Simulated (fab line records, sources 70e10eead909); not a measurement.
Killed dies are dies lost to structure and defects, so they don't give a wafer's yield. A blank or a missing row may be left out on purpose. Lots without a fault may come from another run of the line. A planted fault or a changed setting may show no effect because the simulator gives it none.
Chamber matching | flow nand_harc | NHARC_P_M0_ETCH_34 on rie_diel-12: 4 sister chambers
The step etches the open film in N2/H2, target depth 40 nm, overetch 12 nm, time 43.94 s. 4 wafers are shown with their chamber, then 6 later ones without.

WAFERS WITH THEIR CHAMBER
wafer  | chamber | drypump_motor_current_A (A)
L087.2 | 2       | 5.4
L090.3 | 3       | 5.2
L092.1 | 1       | 6.2
L092.4 | 0       | 6.0

WAFERS WITHOUT THEIR CHAMBER
wafer  | drypump_motor_current_A (A)
L092.6 | 6.2
L094.2 | 5.3
L094.6 | 5.2
L096.2 | 6.0
L096.3 | 5.4
L096.5 | 5.4

WHICH CHAMBER EACH WENT THROUGH
wafer  | from the rows above     | in truth
L092.6 | 1                       | 1
L094.2 | can't be placed: 3 or 2 | 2
L094.6 | 3                       | 3
L096.2 | 0                       | 0
L096.3 | 2                       | 2
L096.5 | 2                       | 2
Placed correctly: 5 of 6. Can't be placed from these rows: 1 (the true chamber is among the candidates in 1). Placed wrongly: 0.
How it was worked out, from the rows above alone: a wafer's distance from a chamber is the root of the sum, over the readings, of the square of ((its reading less the chamber's mean) divided by the reading's scatter). The wafer belongs to the nearest chamber; if the next one is less than 2 further off, it can't be placed. A chamber's mean is the mean of its shown wafers. The scatter: with one shown wafer a chamber, the root of the mean of the squares of how far each hidden wafer lies from its nearest shown one.
